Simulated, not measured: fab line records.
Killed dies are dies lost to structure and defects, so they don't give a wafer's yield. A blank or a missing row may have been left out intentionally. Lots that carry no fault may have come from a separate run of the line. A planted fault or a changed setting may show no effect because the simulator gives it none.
fab line records    flow n5_finfet
record lots=9  wafers=27  last_day=18
route steps=1938 shown BEOL_M0_SAQP@663 BEOL_M4@1111
lots untouched by any fault: they come from a run of this same line in which no faults occurred
start_h: the number of hours between the record's first day and the start of the first shown wafer of the lot    wait_h: hours from the lot's prior step to this one    " same as the row above    L1.1+2: a row that stands for several wafers    - no value present, or no start provided    * or withheld: withheld    < > ~ a bound
route shown NAME@n: names a module that has steps shown in the file, with the first one's number in the route    usual: mean/standard deviation taken from wafers without a fault    same: alike in all rows    chamber/n: place in a boat    sites: per-site readings    _std_site: how widely they spread, as a standard deviation    _edge_site: the outer-site mean with the inner-site mean subtracted    radius_mm: how far each site lies from the wafer's centre    mask NAME#n: copy n    behind: tool/chamber where the wafer was last shaped    hold: cause of the lot's hold/its duration in hours/its outcome    device: the n, p or np transistor that did not switch    end of line: tests of these same wafers at the route's end    for a step that has no rows: nothing shown but its recipe    killed: at the first sort, the dies lost to defects and structure; wafer yield is something else    map: a wafer's dies, x killed, . not, _ none there
set.NAME: the setting the step ran with; set.NAME@STEP: the setting that earlier step ran with    model.NAME: the simulator's own value behind a step, which no gauge read
the route's steps for a sample of lots (tables are steps, rows are wafers)
services: when a tool's chamber went out of use (start_h, in hours from the record's first day, below 0 if earlier), for how many hours, and the reason
## steps
# step N5_BEOL_M0_SAQP_SPACER1_ALD_98
# recipe material=SiO2  target_thk_a=128  temp_c=300  ald_precursor_family=BDEAS  ald_co_reactant=O2-plasma  pulse_time_s=1  purge_time_s=2  co_reactant_purge_time_s=2  ald_cycles=138  pressure_torr=2
# usual heater_power_w=466/60  precursor_pulse_height_rel=0.998/0.018
# same purge_time_s=2
lot.wafer  tool        chamber  start_h  wait_h  heater_power_w  precursor_pulse_height_rel
L216.2     ald_sin-01  1        114.76   0.3     558             1.009
L216.3     "           2        "        "       393             1.006
L216.6     "           2        "        "       403             0.988
L217.1     ald_sin-02  1        118.31   0.3     466             0.984
L217.2     "           0        "        "       494             0.984
L217.3     "           3        "        "       425             0.990
L218.1     ald_sin-02  3        123.19   0.3     435             0.992
L218.3     "           2        "        "       496             1.003
L218.4     "           1        "        "       462             0.993
L219.2     ald_sin-02  2        123.73   0.3     491             0.986
L219.3     "           0        "        "       493             0.989
L219.4     "           3        "        "       436             1.027
L225.3     ald_sin-02  3        162.19   0.1     441             1.039
L225.5     "           1        "        "       460             0.994
L225.6     "           2        "        "       501             0.997
L226.2     ald_sin-02  2        179.52   0.6     486             0.988
L226.5     "           0        "        "       492             1.016
L226.6     "           3        "        "       425             0.972
L230.1     ald_sin-01  2        193.33   0.3     410             1.050
L230.2     "           3        "        "       436             0.991
L230.4     "           1        "        "       577             1.011
L236.1     ald_sin-02  2        230.59   0.3     487             0.981
L236.4     "           0        "        "       518             1.011
L236.5     "           1        "        "       475             0.982
L239.1     ald_sin-04  2        247.48   2.2     493             0.989
L239.3     "           0        "        "       544             0.965
L239.5     "           2        "        "       493             1.000
# step N5_BEOL_M0_SAQP_ETCH_102
# recipe chemistry=CF4  target=SiO2  target_depth_a=40  ion_energy_ev=350  time_s=4.4  pressure_mtorr=10  icp_w=800  bias_w=400  cf4_flow_sccm=80
# usual bias_w=400.1/1.2  cf4_flow_sccm=79.99/0.24  drypump_motor_current_A=5.8/0.4  oes_product_au=1.006/0.018  throttle_valve_pct=21.73/0.18
lot.wafer  tool       chamber  start_h  wait_h  bias_w  cf4_flow_sccm  drypump_motor_current_A  oes_product_au  rf_hours_counter_h  throttle_valve_pct
L216.2     rie_si-01  3        115.57   0.1     401.6   79.62          5.9                      1.017           62                  21.71
L216.3     "          1        "        "       398.9   79.88          5.3                      1.025           2                   21.96
L216.6     "          3        "        "       401.6   80.56          5.9                      1.018           -                   21.74
L217.1     rie_si-04  3        119.12   0.1     397.0   79.75          6.0                      1.000           23                  21.62
L217.2     "          2        "        "       400.3   80.06          6.2                      1.032           95                  21.84
L217.3     "          0        "        "       400.9   80.05          5.9                      1.014           20                  21.34
L218.1     rie_si-04  2        124.11   0.1     400.7   80.09          6.3                      1.028           95                  21.83
L218.3     "          0        "        "       401.9   79.67          5.9                      1.013           20                  21.37
L218.4     "          2        "        "       399.1   79.71          6.2                      1.036           -                   21.85
L219.2     rie_si-02  2        124.55   0.1     401.3   80.38          5.2                      1.011           2                   21.87
L219.3     "          0        "        "       400.5   80.00          6.2                      0.981           141                 21.86
L219.4     "          3        "        "       401.9   80.38          6.1                      1.013           144                 21.50
L225.3     rie_si-04  0        163.04   0.1     399.6   80.20          5.9                      1.021           20                  21.35
L225.5     "          0        "        "       399.1   80.14          5.9                      1.019           -                   21.36
L225.6     "          3        "        "       398.8   80.38          6.0                      1.009           -                   21.63
L226.2     rie_si-01  3        180.34   0.1     400.9   79.98          5.9                      1.017           64                  21.72
L226.5     "          0        "        "       401.5   80.30          6.1                      0.961           -                   21.81
L226.6     "          3        "        "       400.5   79.81          5.9                      1.022           -                   21.73
L230.1     rie_si-04  3        194.49   0.1     400.7   79.49          6.0                      1.008           24                  21.64
L230.2     "          1        "        "       400.1   79.53          5.6                      1.013           1                   21.80
L230.4     "          2        "        "       399.1   79.64          6.2                      1.051           96                  21.86
L236.1     rie_si-02  1        231.56   0.1     400.0   79.88          5.9                      1.000           180                 21.91
L236.4     "          0        "        "       400.1   79.92          6.2                      0.982           143                 21.84
L236.5     "          1        "        "       400.1   80.23          5.9                      1.005           -                   21.90
L239.1     rie_si-02  2        248.57   0.1     401.8   80.03          5.2                      1.012           4                   21.91
L239.3     "          0        "        "       401.6   79.80          6.1                      0.989           143                 21.86
L239.5     "          3        "        "       400.0   80.09          6.1                      1.016           -                   21.48
# step N5_BEOL_M0_SAQP_RECESS_104
# recipe chemistry=HF/NH3  target=SiO2  target_depth_a=180  afs_cycles=3  temp_c=30  sublimation_temp_c=180  sublimation_time_s=60
# usual drypump_motor_current_A=6.1/0.32
lot.wafer  tool           chamber  start_h  wait_h  drypump_motor_current_A
L216.2     vapor_etch-02  0        115.69   0.1     6.5
L216.3     "              0        "        "       6.5
L216.6     "              0        "        "       6.5
L217.1     vapor_etch-01  1        119.24   0.1     5.9
L217.2     "              0        "        "       6.2
L217.3     "              0        "        "       6.2
L218.1     vapor_etch-02  0        124.22   0.1     6.5
L218.3     "              0        "        "       6.5
L218.4     "              1        "        "       5.6
L219.2     vapor_etch-01  0        124.66   0.1     6.3
L219.3     "              0        "        "       6.3
L219.4     "              1        "        "       5.9
L225.3     vapor_etch-01  1        163.28   0.2     5.9
L225.5     "              0        "        "       6.3
L225.6     "              1        "        "       5.9
L226.2     vapor_etch-02  0        180.45   0.1     6.5
L226.5     "              0        "        "       6.5
L226.6     "              1        "        "       5.6
L230.1     vapor_etch-02  0        194.60   0.1     6.5
L230.2     "              1        "        "       5.6
L230.4     "              1        "        "       5.6
L236.1     vapor_etch-01  1        231.68   0.1     5.9
L236.4     "              0        "        "       6.3
L236.5     "              0        "        "       6.3
L239.1     vapor_etch-02  1        248.68   0.1     5.6
L239.3     "              1        "        "       5.6
L239.5     "              1        "        "       5.6
# step N5_BEOL_M0_SAQP_ETCH_107
# recipe chemistry=CH3F/O2  target=SiNx  target_depth_a=300  mask_material=SOC  pressure_mtorr=30  source_w=395  bias_w=73  Ar_flow_sccm=150  CH3F_flow_sccm=30  O2_flow_sccm=20  ion_energy_ev=120
# usual bias_w=73.04/0.23  drypump_motor_current_A=5.7/0.37  oes_product_au=0.76/0.08  rf_vpp_V=299/3.6  showerhead_plenum_p_Torr=2.01/0.066  throttle_valve_pct=16.45/0.21
lot.wafer  tool         chamber  start_h  wait_h  bias_w  drypump_motor_current_A  oes_product_au  rf_hours_counter_h  rf_vpp_V  showerhead_plenum_p_Torr  throttle_valve_pct
L216.2     rie_diel-06  1        116.20   0.0     72.85   5.8                      0.76            131                 295       1.92                      16.50
L216.3     "            0        "        "       73.31   5.7                      0.72            223                 303       2.06                      16.28
L216.6     "            1        "        "       72.87   5.8                      0.76            -                   295       1.92                      16.48
L217.1     rie_diel-04  2        119.75   0.0     72.61   6.5                      0.64            285                 296       1.96                      16.89
L217.2     "            0        "        "       72.80   5.6                      0.87            40                  299       1.96                      16.32
L217.3     "            1        "        "       72.57   5.9                      0.69            212                 302       2.07                      16.55
L218.1     rie_diel-04  1        124.90   0.0     72.85   5.9                      0.69            214                 303       2.07                      16.53
L218.3     "            2        "        "       73.11   6.5                      0.65            287                 296       1.95                      16.90
L218.4     "            0        "        "       72.83   5.6                      0.87            -                   301       1.96                      16.33
L219.2     rie_diel-06  3        125.17   0.0     73.14   5.2                      0.76            146                 301       2.09                      16.20
L219.3     "            0        "        "       73.03   5.8                      0.70            225                 300       2.06                      16.29
L219.4     "            1        "        "       72.80   5.8                      0.74            134                 295       1.92                      16.50
L225.3     rie_diel-05  0        163.84   0.0     73.29   6.0                      0.72            189                 299       2.07                      16.77
L225.5     "            1        "        "       72.87   5.5                      0.71            -                   300       1.91                      16.48
L225.6     "            0        "        "       72.73   6.0                      0.72            -                   298       2.07                      16.77
L226.2     rie_diel-04  3        180.96   0.0     73.11   5.1                      0.77            143                 293       2.01                      16.65
L226.5     "            1        "        "       73.19   5.9                      0.68            -                   301       2.06                      16.58
L226.6     "            0        "        "       72.86   5.6                      0.83            -                   299       1.95                      16.37
L230.1     rie_diel-05  3        195.16   0.0     72.69   5.7                      0.82            90                  294       1.93                      16.07
L230.2     "            0        "        "       72.80   6.0                      0.70            198                 300       2.07                      16.80
L230.4     "            1        "        "       73.24   5.5                      0.71            190                 299       1.90                      16.51
L236.1     rie_diel-04  2        232.32   0.0     73.11   6.5                      0.93            17                  293       1.94                      16.40
L236.4     "            0        "        "       87.96   5.6                      0.86            75                  347       1.94                      16.39
L236.5     "            3        "        "       72.75   5.1                      0.76            -                   292       2.00                      16.70
L239.1     rie_diel-06  2        249.19   0.0     73.15   5.9                      0.70            225                 304       2.06                      16.53
L239.3     "            3        "        "       73.11   5.2                      0.73            186                 303       2.07                      16.27
L239.5     "            3        "        "       73.07   5.2                      0.74            -                   302       2.07                      16.27
# step N5_BEOL_M4_RC_MEAS_101
# usual DIBL_N=36.4/1.2  DIBL_P=36.1/1.6  IOFF_N=0.156/0.024  IOFF_P=0.21/0.031  ION_N=674/11  ION_P=463/6.9  SS_N=71.5/0.5  SS_P=73.2/0.55  VT_N=250.0/2.9  VT_P=-250/3.6
lot.wafer  tool       chamber  start_h  wait_h  DIBL_N[mV/V]  DIBL_P[mV/V]  IOFF_N[nA/um]  IOFF_P[nA/um]  ION_N[uA/um]  ION_P[uA/um]  SS_N[mV/dec]  SS_P[mV/dec]  VT_N[mV]  VT_P[mV]
L216.2     prober-02  0        166.60   0.2     37.7          38.4          0.178          0.22           671           462           72.2          73.5          250.2     -250
L216.3     "          0        "        "       35.5          36.8          0.155          0.20           675           464           71.2          72.9          251.4     -251
L216.6     "          0        "        "       36.2          37.6          0.157          0.20           679           464           70.8          72.7          250.2     -252
L217.1     prober-01  0        167.87   0.0     36.0          35.3          0.151          0.23           682           472           71.9          73.1          250.8     -246
L217.2     "          0        "        "       35.7          35.0          0.147          0.22           677           471           72.0          72.9          251.0     -246
L217.3     "          0        "        "       36.9          35.9          0.168          0.24           679           469           71.3          72.6          247.8     -245
L218.1     prober-01  0        173.74   0.0     37.3          38.3          0.181          0.23           680           469           72.1          73.3          247.3     -250
L218.3     "          0        "        "       38.7          39.4          0.208          0.24           684           464           72.1          73.8          244.2     -249
L218.4     "          0        "        "       36.8          37.6          0.167          0.21           674           459           72.4          73.3          247.0     -251
L219.2     prober-02  0        174.43   0.2     35.5          36.6          0.160          0.20           675           456           71.5          73.7          248.2     -252
L219.3     "          0        "        "       35.4          36.2          0.146          0.18           661           450           71.3          73.5          250.2     -257
L219.4     "          0        "        "       37.9          39.3          0.207          0.24           679           463           71.7          75.0          244.5     -249
L225.3     prober-02  0        222.35   0.3     39.1          38.8          0.219          0.26           698           476           72.2          73.5          243.5     -246
L225.5     "          0        "        "       37.1          35.5          0.158          0.21           676           466           71.5          73.5          249.8     -249
L225.6     "          0        "        "       38.8          38.1          0.207          0.25           698           471           71.7          73.9          244.3     -246
L226.2     prober-02  0        226.14   0.3     36.3          35.8          0.159          0.21           687           467           71.9          73.7          249.2     -251
L226.5     "          0        "        "       36.3          35.8          0.161          0.21           685           472           71.1          74.1          248.0     -251
L226.6     "          0        "        "       36.1          35.7          0.152          0.21           668           458           70.8          73.5          249.3     -250
L230.1     prober-02  0        243.90   0.0     36.6          35.0          0.154          0.19           681           463           71.8          73.3          252.5     -252
L230.2     "          0        "        "       35.8          34.9          0.151          0.18           684           460           71.6          73.0          249.4     -254
L230.4     "          0        "        "       34.6          33.3          0.127          0.17           665           452           71.5          73.3          253.1     -257
L236.1     prober-02  0        284.30   0.0     34.0          34.0          0.129          0.18           667           467           71.0          73.1          252.9     -249
L236.4     "          0        "        "       34.5          35.2          0.134          0.20           670           467           71.1          72.5          249.4     -250
L236.5     "          0        "        "       34.4          33.8          0.120          0.18           660           459           70.2          72.6          251.6     -250
L239.1     prober-01  0        314.74   0.0     35.8          35.8          0.156          0.19           678           464           71.4          73.8          248.1     -253
L239.3     "          0        "        "       35.0          34.4          0.141          0.17           674           452           72.0          73.3          251.6     -255
L239.5     "          0        "        "       35.1          34.8          0.140          0.17           681           464           71.5          72.8          248.5     -254
## services
tool         chamber  start_h  hours  kind
rie_si-04    0        91.66    9.6    repair
rie_si-01    2        97.63    53.2   repair
rie_si-02    -        98.57    0.3    repair
rie_diel-05  0        105.22   2.4    repair
ald_sin-02   0        108.34   6.2    repair
rie_si-04    1        118.55   12.5   repair
ald_sin-02   -        141.74   6.1    pm
rie_diel-05  0        149.24   2.4    repair
rie_diel-04  0        150.26   5.2    repair
rie_diel-04  2        155.76   -      clean
rie_diel-04  2        155.76   -      consumable_replace:esc
rie_diel-04  2        155.76   -      consumable_replace:focus_ring
rie_diel-04  2        155.76   18.5   scheduled_down
rie_diel-04  2        155.76   18.5   vent_cycle
rie_diel-06  1        175.19   8.7    repair
ald_sin-04   -        176.75   14.0   pm
rie_si-01    1        184.56   6.1    repair
ald_sin-04   1        190.95   2.4    repair
rie_si-02    -        198.43   0.5    repair
ald_sin-01   2        224.58   12.5   repair
ald_sin-04   1        233.81   1.8    repair
ald_sin-04   1        241.12   2.7    repair
rie_diel-04  1        244.83   -      clean
rie_diel-04  1        244.83   -      consumable_replace:focus_ring
## key
first_sign step=N5_BEOL_M0_SAQP_ETCH_107  reading=bias_w  direction=up  sigmas=64  usual=*  struck=*
effect step=N5_BEOL_M0_SAQP_ETCH_107  reading=rf_vpp_V  direction=up  sigmas=14  usual=299  struck=347
met_at N5_BEOL_M0_SAQP_ETCH_107
struck_lots L236
struck_wafers L236.4
not_acting_at N5_BEOL_M0_SAQP_SPACER1_ALD_98,N5_BEOL_M0_SAQP_ETCH_102,N5_BEOL_M0_SAQP_RECESS_104
onset_between 180.96 232.32
fault kind=process_parameter_drift  tool=rie_diel-04  chamber=0  onset_h=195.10  steps=N5_BEOL_M0_SAQP_ETCH_107  channel=bias_w  offset=*  shape=step  end_h=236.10  acts_in=*  stated=*
